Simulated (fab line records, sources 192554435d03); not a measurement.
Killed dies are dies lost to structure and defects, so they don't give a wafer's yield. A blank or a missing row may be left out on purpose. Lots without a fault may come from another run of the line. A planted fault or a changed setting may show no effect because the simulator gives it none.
fab line records | flow n5_finfet
record lots=10 wafers=30 last_day=20
route steps=1938 shown BEOL_M4@1094 MIM_BOT_ETCH@1869 TV_OPEN@1887 PASSIVATION@1908
lots that met no fault: from a run of the same line without faults
start_h: hours from the record's first day to the start of the lot's first wafer shown | wait_h: hours since the lot's step before | " the same as in the row above | L1.1+2: a row that stands for several wafers | - no value, or no start given | * or withheld: withheld | < > ~ a bound
route shown NAME@n: a module of which the file shows steps, and the number in the route of the first | usual: mean/standard deviation of fault-free wafers | same: alike in all rows | chamber/n: place in a boat | sites: the reading at each site | _std_site: their standard deviation | _edge_site: outer sites' mean less inner sites' | radius_mm: how far each site lies from the wafer's centre | mask NAME#n: copy n | behind: the tool/chamber that last shaped the wafer | hold: why the lot was held/for how many hours/how that ended | device: the transistor (n, p or np) that didn't switch | end of line: the same wafers' tests at the end of the route | a step without rows: its recipe alone | killed: dies lost to structure and defects at the first sort, not the wafer's yield | map: a wafer's dies, x killed, . not, _ none there
set.NAME: the setting as run; set.NAME@STEP: as run at that earlier step | model.NAME: the simulator's own value behind a step, which no gauge read
steps of the route over a sample of lots; a table a step, a row a wafer
services: from which hour (start_h, from the record's first day; less than 0 if before it) a tool's chamber was out of use, for how many hours, and why
## steps
# step N5_BEOL_M4_SPUTTER_90
# recipe material=Cu target_thk_a=45 temp_c=-20 chamber_pressure_pa=0.07 power_w=withheld time_s=8.29
# usual chuck_gas_flow_sccm=1.26/0.061 throttle_valve_pct=29.8/1.1
# columns lot.wafer tool chamber start_h wait_h chuck_gas_flow_sccm throttle_valve_pct
L382.2 pvd_sputter-01 - 242.24 0.1 1.18 30.5
L382.4 " - " " 1.22 30.4
L382.6 " - " " 1.37 28.6
L383.1 pvd_sputter-01 - 248.05 0.1 1.19 30.8
L383.4 " - " " 1.23 30.4
L383.6 " - " " 1.27 30.6
L388.1 pvd_sputter-03 - 267.10 0.1 1.17 29.3
L388.3 " - " " 1.33 30.4
L388.4 " - " " 1.20 31.1
L389.3 pvd_sputter-03 - 273.34 0.1 1.34 30.9
L389.5 " - " " 1.30 29.7
L389.6 " - " " 1.29 30.5
L392.3 pvd_sputter-03 - 287.09 0.1 1.34 29.5
L392.4 " - " " 1.17 30.5
L392.6 " - " " 1.19 30.7
L393.2 pvd_sputter-03 - 293.97 0.1 1.23 29.9
L393.3 " - " " 1.23 28.9
L393.6 " - " " 1.31 30.7
L396.2 pvd_sputter-02 - 310.00 0.1 1.22 29.9
L396.4 " - " " 1.30 29.8
L396.5 " - " " 1.26 30.5
L398.1 pvd_sputter-02 - 320.44 0.1 1.24 30.2
L398.3 " - " " 1.31 27.3
L398.4 " - " " 1.28 30.0
L386.1 pvd_sputter-02 - 345.53 0.1 1.25 30.4
L386.2 " - " " 1.20 30.0
L386.6 " - " " 1.23 29.9
L401.1 pvd_sputter-02 - 367.67 0.1 1.24 27.2
L401.2 " - " " 1.32 30.3
L401.6 " - " " 1.22 30.0
# step N5_MIM_BOT_ETCH_STRIP_01
# recipe chemistry=O2 power_w=600 temp_c=60 pressure_mtorr=30 rf_frequency_hz=6e+07 bias_power_w=0 overash_fraction=0.5 o2_flow_sccm=225
# usual drypump_motor_current_A=5.7/0.43 oes_product_au=0.82/0.1 rf_vpp_V=3.7/1.3 showerhead_plenum_p_Torr=2.09/0.038 throttle_valve_pct=16.55/0.24
# columns lot.wafer tool chamber start_h wait_h drypump_motor_current_A oes_product_au rf_hours_counter_h rf_vpp_V showerhead_plenum_p_Torr throttle_valve_pct
L382.2 rie_diel-04 2 331.70 0.1 6.2 0.69 240 6.3 2.07 16.86
L382.4 " 0 " " 6.0 0.88 23 4.0 2.05 16.31
L382.6 " 3 " " 5.4 0.95 - 3.9 2.14 16.43
L383.1 rie_diel-02 1 337.52 0.1 5.7 0.69 238 4.1 2.06 16.81
L383.4 " 2 " " 4.9 0.71 226 4.0 2.07 17.05
L383.6 " 1 " " 5.7 0.68 - 4.2 2.06 16.84
L388.1 rie_diel-04 0 366.12 0.1 6.0 0.85 37 3.8 2.05 16.28
L388.3 " 1 " " 5.3 0.91 19 6.1 2.13 16.26
L388.4 " 1 " " 5.3 0.91 - 3.3 2.13 16.25
L389.3 rie_diel-04 2 378.11 0.1 6.3 1.01 0 2.6 2.07 16.41
L389.5 " 0 " " 6.0 0.83 - 4.8 2.05 16.29
L389.6 " 3 " " 5.3 0.89 - 3.7 2.13 16.51
L393.2 rie_diel-05 0 393.73 0.1 6.1 0.68 210 2.3 2.07 16.82
L393.3 " 3 " " 5.5 0.68 248 1.9 2.15 16.76
L393.6 " 3 " " 5.5 0.69 - 3.1 2.14 16.75
L392.3 rie_diel-05 3 398.51 0.1 5.5 0.69 250 3.7 2.15 16.74
L392.4 " 0 " " 6.1 0.68 212 2.0 2.07 16.83
L392.6 " 1 " " 6.3 0.79 - 4.6 2.02 16.52
L396.2 rie_diel-02 0 411.59 0.2 6.2 0.76 153 2.3 2.10 16.76
L396.4 " 3 " " 5.8 0.86 - 1.7 2.12 16.49
L396.5 " 0 " " 6.2 0.75 - 4.4 2.10 16.74
L398.1 rie_diel-02 3 421.89 0.1 5.8 0.86 59 2.6 2.12 16.46
L398.3 " 1 " " 5.7 1.03 1 2.3 2.05 16.36
L398.4 " 0 " " 6.2 0.75 - 1.4 2.10 16.73
L386.1 rie_diel-04 1 453.79 0.2 5.3 0.86 52 5.8 2.12 16.29
L386.2 " 0 " " 6.0 0.83 67 2.2 2.04 16.37
L386.6 " 3 " " 5.3 0.84 - 3.9 2.12 16.54
L401.1 rie_diel-04 3 469.23 0.4 5.3 0.85 66 3.5 2.12 16.51
L401.2 " 0 " " 6.0 0.82 76 4.6 2.04 16.36
L401.6 " 0 " " 6.0 0.80 - 4.0 2.04 16.31
# step N5_PASSIVATION_PASS_ETCH_74
# recipe chemistry=CF4/O2 target=SiNx target_depth_a=2200 time_s=110 ion_energy_ev=100 pressure_mtorr=40 source_w=535 bias_w=49 Ar_flow_sccm=100 cf4_flow_sccm=100 O2_flow_sccm=10
# usual drypump_motor_current_A=5.8/0.56 oes_product_au=0.78/0.077 rf_vpp_V=241.3/2.7 showerhead_plenum_p_Torr=2.20/0.067 throttle_valve_pct=16.08/0.19
# columns lot.wafer tool chamber start_h wait_h drypump_motor_current_A oes_product_au rf_hours_counter_h rf_vpp_V showerhead_plenum_p_Torr throttle_valve_pct
L382.2 rie_diel-03 3 335.17 0.0 5.4 0.82 81 242.5 2.22 16.02
L382.4 " 2 " " 5.0 0.71 186 245.4 2.28 16.15
L382.6 " 2 " " 5.0 0.72 - 245.4 2.28 16.16
L383.1 rie_diel-03 0 340.22 0.0 5.6 0.69 238 241.5 2.18 16.35
L383.4 " 3 " " 5.4 0.83 83 244.1 2.22 16.05
L383.6 " 2 " " 5.0 0.72 - 244.1 2.28 16.15
L388.1 rie_diel-03 1 369.98 0.0 6.1 0.70 200 237.1 2.10 15.73
L388.3 " 0 " " 5.5 0.68 246 239.8 2.17 16.36
L388.4 " 3 " " 5.3 0.82 92 242.7 2.22 16.06
L389.3 rie_diel-03 3 380.15 0.0 5.4 0.82 95 242.9 2.22 16.07
L389.5 " 3 " " 5.3 0.82 - 242.8 2.22 16.07
L389.6 " 2 " " 5.0 0.72 - 246.1 2.28 16.16
L393.2 rie_diel-03 1 396.46 0.0 6.1 0.70 210 238.4 2.10 15.74
L393.3 " 2 " " 5.0 0.70 206 244.0 2.28 16.19
L393.6 " 3 " " 5.4 0.80 - 243.6 2.22 16.08
L392.3 rie_diel-06 2 400.52 0.0 6.4 0.72 215 236.1 2.10 16.21
L392.4 " 0 " " 6.4 0.88 31 242.9 2.25 16.02
L392.6 " 0 " " 6.4 0.87 - 240.3 2.25 16.01
L396.2 rie_diel-03 3 418.49 0.0 5.4 0.79 107 241.5 2.21 16.09
L396.4 " 2 " " 5.0 0.71 213 244.7 2.27 16.21
L396.5 " 1 " " 6.2 0.69 - 235.8 2.09 15.78
L398.1 rie_diel-01 2 424.65 0.0 6.4 0.81 90 243.4 2.32 16.27
L398.3 " 3 " " 6.0 0.83 79 237.0 2.14 16.11
L398.4 " 1 " " 6.3 0.69 218 241.8 2.18 16.13
L386.1 rie_diel-06 1 458.32 0.0 5.2 0.84 64 243.8 2.23 15.85
L386.2 " 2 " " 6.4 0.71 233 238.7 2.10 16.20
L386.6 " 1 " " 5.2 0.84 - 244.0 2.23 15.83
L401.1 rie_diel-06 0 470.87 0.0 6.4 0.85 52 242.7 2.24 16.05
L401.2 " 2 " " 6.4 0.71 236 237.2 2.10 16.23
L401.6 " 2 " " 6.4 0.70 - 236.0 2.10 16.24
# step N5_PASSIVATION_DESCUM_32
# recipe chemistry=O2 time_s=7.9 source_power_w=50 bias_power_w=20 pressure_mtorr=20 rf_frequency_hz=2.712e+07 temp_c=40 o2_flow_sccm=225
# usual drypump_motor_current_A=5.8/0.42 oes_product_au=0.82/0.094 rf_vpp_V=243.1/1.1 showerhead_plenum_p_Torr=2.08/0.037 throttle_valve_pct=20.29/0.22
# columns lot.wafer tool chamber start_h wait_h drypump_motor_current_A oes_product_au rf_hours_counter_h rf_vpp_V showerhead_plenum_p_Torr throttle_valve_pct
L382.2 rie_diel-02 2 336.78 0.0 4.8 0.69 226 243.5 2.07 20.77
L382.4 " 3 " " 5.8 0.92 26 243.9 2.13 20.19
L382.6 " 0 " " 6.2 0.78 - 242.1 2.10 20.47
L383.1 rie_diel-02 3 341.71 0.0 5.8 0.90 27 244.7 2.13 20.21
L383.4 " 2 " " 4.9 0.69 228 241.3 2.07 20.76
L383.6 " 0 " " 6.2 0.77 - 244.6 2.10 20.48
L388.1 rie_diel-02 3 371.80 0.0 5.8 0.89 37 242.8 2.12 20.23
L388.3 " 0 " " 6.2 0.79 136 242.8 2.10 20.50
L388.4 " 0 " " 6.2 0.77 - 243.0 2.10 20.48
L389.3 rie_diel-04 3 381.88 0.0 5.3 0.90 36 246.1 2.13 20.28
L389.5 " 2 " " 6.3 1.00 - 241.7 2.06 20.19
L389.6 " 1 " " 5.3 0.90 - 244.9 2.13 20.01
L393.2 rie_diel-04 1 398.16 0.0 5.4 0.88 33 245.0 2.12 20.05
L393.3 " 0 " " 6.0 0.85 51 242.5 2.04 20.07
L393.6 " 0 " " 6.0 0.84 - 242.0 2.04 20.08
L392.3 rie_diel-04 2 401.91 0.0 6.3 0.94 9 242.6 2.06 20.18
L392.4 " 3 " " 5.4 0.88 40 242.3 2.12 20.26
L392.6 " 0 " " 6.0 0.83 - 243.5 2.04 20.07
L396.2 rie_diel-04 0 419.83 0.0 6.0 0.83 57 242.2 2.04 20.08
L396.4 " 1 " " 5.3 0.87 41 243.4 2.12 20.05
L396.5 " 1 " " 5.3 0.86 - 244.2 2.12 20.05
L398.1 rie_diel-05 1 426.35 0.0 6.3 0.76 130 240.9 2.02 20.28
L398.3 " 2 " " 5.7 0.89 26 241.2 2.06 20.00
L398.4 " 3 " " 5.5 0.98 2 243.7 2.14 20.10
L386.1 rie_diel-04 0 461.34 1.6 6.0 0.82 71 240.3 2.03 20.10
L386.2 " 3 " " 5.3 0.84 61 245.0 2.12 20.30
L386.6 " 3 " " 5.3 0.85 - 241.8 2.12 20.33
L401.1 rie_diel-02 1 473.54 0.0 5.6 0.94 15 242.2 2.04 20.16
L401.2 " 3 " " 5.8 0.83 73 243.6 2.11 20.28
L401.6 " 2 " " 4.9 0.98 - 244.1 2.06 20.45
# step N5_PASSIVATION_PROBE_49
# usual defect_limited_yield=90.8/1.7 killed_at_M0_to_M3=37/12 killed_at_M4_up=15/5.6 killed_at_contacts=13/6.9 killed_at_front_end=40/11 killed_at_other=4/3.2 killed_dies=109/20 killed_open=73/15 killed_short=35/8.3 sort_bin_5_function=5.4/1.1 sort_bin_6_memory=3.5/0.73 sort_n_pass=1071/20 sort_yield_pct=90.8/1.7
# same gross_dies=1180 killed_at_back_side=0 sort_bin_4_leakage[%]=0 sort_bin_8_speed[%]=0
# columns lot.wafer tool chamber start_h wait_h defect_limited_yield[%] killed_at_M0_to_M3 killed_at_M4_up killed_at_contacts killed_at_front_end killed_at_other killed_dies killed_open killed_short sort_bin_5_function[%] sort_bin_6_memory[%] sort_n_pass sort_yield_pct[%]
L389.3 prober-01 - 387.63 0.1 80.9 18 139 7 59 2 225 72 23 11.0 4.7 955 80.9
L389.5 prober-01 - 387.73 0.2 86.3 37 61 13 47 4 162 68 41 7.9 3.6 1018 86.3
L389.6 prober-01 - 387.78 0.3 80.8 24 143 8 47 4 226 54 35 12.5 3.5 954 80.8
L393.2 prober-02 - 403.14 0.1 88.5 15 72 10 38 1 136 45 29 6.7 3.2 1044 88.5
L393.3 prober-02 - 403.19 0.1 83.4 24 126 9 34 3 196 52 29 9.2 4.1 984 83.4
L393.6 prober-02 - 403.34 0.3 80.6 30 152 14 27 6 229 69 26 12.3 3.8 951 80.6
L392.3 prober-02 - 407.03 0.4 87.5 26 70 15 35 1 147 58 33 6.5 3.8 1033 87.5
L392.4 prober-02 - 407.08 0.4 81.0 33 145 10 35 1 224 60 31 11.9 4.0 956 81.0
L392.6 prober-02 - 407.18 0.5 78.6 37 135 11 62 7 252 77 47 13.6 4.9 928 78.6
L398.1 prober-01 - 431.19 0.0 90.4 20 26 16 44 7 113 79 33 5.7 3.4 1067 90.4
L398.3 prober-01 - 431.29 0.1 92.0 24 21 9 38 2 94 57 37 5.2 2.5 1086 92.0
L398.4 prober-01 - 431.34 0.2 89.9 48 10 8 51 2 119 80 38 5.8 4.0 1061 89.9
# killed by level:class
L389.3 BEOL_M4:unspecified=128 FIN_SAQP:geometric_particle:open=22 FIN_SAQP:geometric_particle:short=10 STI_FIN_REVEAL:geometric_particle:open=9 MOL_CONTACT_COAG:geometric_particle:open=7 BEOL_M4:geometric_particle:open=6 BEOL_M2:geometric_particle:open=5 GATE_CUT:geometric_particle:short=5
L389.5 BEOL_M4:unspecified=53 STI_FIN_REVEAL:geometric_particle:open=12 MOL_CONTACT_COAG:geometric_particle:open=10 BEOL_M3:geometric_particle:open=9 GATE_CUT:geometric_particle:short=6 BEOL_M0_SAQP:geometric_particle:short=6 FIN_SAQP:geometric_particle:short=5 STI_FIN_REVEAL:geometric_particle:short=5
L389.6 BEOL_M4:unspecified=135 FIN_SAQP:geometric_particle:open=7 FIN_SAQP:geometric_particle:short=7 STI_FIN_REVEAL:geometric_particle:open=7 MOL_CONTACT_COAG:geometric_particle:open=6 GATE_CUT:geometric_particle:short=5 BEOL_M2:geometric_particle:open=5 DUMMY_GATE:geometric_particle:open=4
L393.2 BEOL_M4:unspecified=62 STI_FIN_REVEAL:geometric_particle:open=13 MOL_CONTACT_COAG:geometric_particle:open=8 GATE_CUT:geometric_particle:short=5 BEOL_M2:geometric_particle:open=4 FIN_SAQP:geometric_particle:open=3 DUMMY_GATE:geometric_particle:open=3 STARTING-WAFER:geometric_particle:short=3
L393.3 BEOL_M4:unspecified=115 STI_FIN_REVEAL:geometric_particle:open=10 MOL_CONTACT_COAG:geometric_particle:open=8 BEOL_M0:geometric_particle:open=5 DUMMY_GATE:geometric_particle:open=4 BEOL_M0_SAQP:geometric_particle:open=4 BEOL_M3:geometric_particle:open=4 STARTING-WAFER:geometric_particle:short=4
L393.6 BEOL_M4:unspecified=133 STI_FIN_REVEAL:geometric_particle:open=14 MOL_CONTACT_COAG:geometric_particle:open=12 BEOL_M2:geometric_particle:open=12 BEOL_M4:geometric_particle:open=11 BEOL_M0_SAQP:geometric_particle:open=6 BEOL_M0_SAQP:geometric_particle:short=5 STI_FIN_REVEAL:geometric_particle:short=4
L392.3 BEOL_M4:unspecified=55 MOL_CONTACT_COAG:geometric_particle:short=8 BEOL_M3:geometric_particle:open=8 FIN_SAQP:geometric_particle:open=7 MOL_CONTACT_COAG:geometric_particle:open=7 BEOL_M0_SAQP:geometric_particle:open=6 STARTING-WAFER:geometric_particle:short=6 STI_FIN_REVEAL:geometric_particle:open=5
L392.4 BEOL_M4:unspecified=133 BEOL_M3:geometric_particle:open=12 MOL_CONTACT_COAG:geometric_particle:open=9 FIN_SAQP:geometric_particle:short=7 FIN_SAQP:geometric_particle:open=7 STI_FIN_REVEAL:geometric_particle:open=5 BEOL_M0_SAQP:geometric_particle:open=5 BEOL_M3:geometric_particle:short=5
L392.6 BEOL_M4:unspecified=128 STI_FIN_REVEAL:geometric_particle:open=21 FIN_SAQP:geometric_particle:short=13 BEOL_M0_SAQP:geometric_particle:short=12 FIN_SAQP:geometric_particle:open=10 BEOL_M0_SAQP:geometric_particle:open=8 MOL_CONTACT_COAG:geometric_particle:open=7 BEOL_M3:geometric_particle:open=5
L398.1 MOL_CONTACT_COAG:geometric_particle:open=13 STI_FIN_REVEAL:geometric_particle:open=9 BEOL_M4:geometric_particle:open=9 FIN_SAQP:geometric_particle:open=7 FIN_SAQP:geometric_particle:short=6 BEOL_M3:geometric_particle:open=6 BEOL_M5:geometric_particle:open=6 BEOL_M7:geometric_particle:open=5
L398.3 BEOL_M4:geometric_particle:open=15 FIN_SAQP:geometric_particle:open=12 FIN_SAQP:geometric_particle:short=7 MOL_CONTACT_COAG:geometric_particle:open=6 BEOL_M0_SAQP:geometric_particle:short=6 BEOL_M0_SAQP:geometric_particle:open=5 STI_FIN_REVEAL:geometric_particle:open=4 BEOL_M3:geometric_particle:open=4
L398.4 FIN_SAQP:geometric_particle:open=18 FIN_SAQP:geometric_particle:short=15 BEOL_M0_SAQP:geometric_particle:open=11 BEOL_M0_SAQP:geometric_particle:short=10 STI_FIN_REVEAL:geometric_particle:open=7 MOL_CONTACT_COAG:geometric_particle:open=7 BEOL_M1:geometric_particle:open=7 BEOL_M3:geometric_particle:open=7
## services
# columns tool chamber start_h hours kind
rie_diel-04 3 230.56 7.6 repair
rie_diel-04 0 244.50 - clean
rie_diel-01 2 247.05 9.9 repair
rie_diel-04 2 263.68 2.8 repair
rie_diel-04 - 278.67 4.3 pm
rie_diel-06 3 281.08 5.0 repair
rie_diel-06 1 284.55 4.9 repair
rie_diel-03 - 293.56 16.0 repair
rie_diel-05 1 302.74 4.3 repair
rie_diel-02 2 303.28 3.9 repair
rie_diel-02 2 364.20 19.8 repair
rie_diel-02 1 387.70 4.1 repair
rie_diel-04 3 393.95 5.8 repair
rie_diel-04 0 402.36 3.0 repair
rie_diel-03 - 403.77 0.4 repair
pvd_sputter-03 - 415.65 1.7 repair
rie_diel-02 - 419.96 0.5 repair
rie_diel-06 1 422.60 4.8 repair
rie_diel-02 - 438.94 0.8 repair
rie_diel-06 3 441.09 5.5 repair
rie_diel-02 1 453.70 15.3 repair
rie_diel-02 - 455.48 15.6 pm
pvd_sputter-02 - 455.79 2.5 repair
rie_diel-04 2 460.06 16.1 repair
## key
first_sign step=N5_PASSIVATION_PROBE_49 reading=killed_at_M4_up direction=up sigmas=18 usual=15 struck=116
effect step=N5_PASSIVATION_PROBE_49 reading=killed_dies direction=up sigmas=4.6 usual=109 struck=200
more_kills_born_at N5_BEOL_M4_SPUTTER_90@pvd_sputter-03=942
met_at N5_BEOL_M4_SPUTTER_90
struck_lots L389,L392,L393
not_acting_at N5_MIM_BOT_ETCH_STRIP_01,N5_PASSIVATION_PASS_ETCH_74,N5_PASSIVATION_DESCUM_32
onset_between 267.10 273.34
fault kind=chamber_particle_source tool=pvd_sputter-03 chamber=- onset_h=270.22 steps=N5_BEOL_M4_SPUTTER_90 rate_per_visit_cm2=1.2311 end_h=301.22
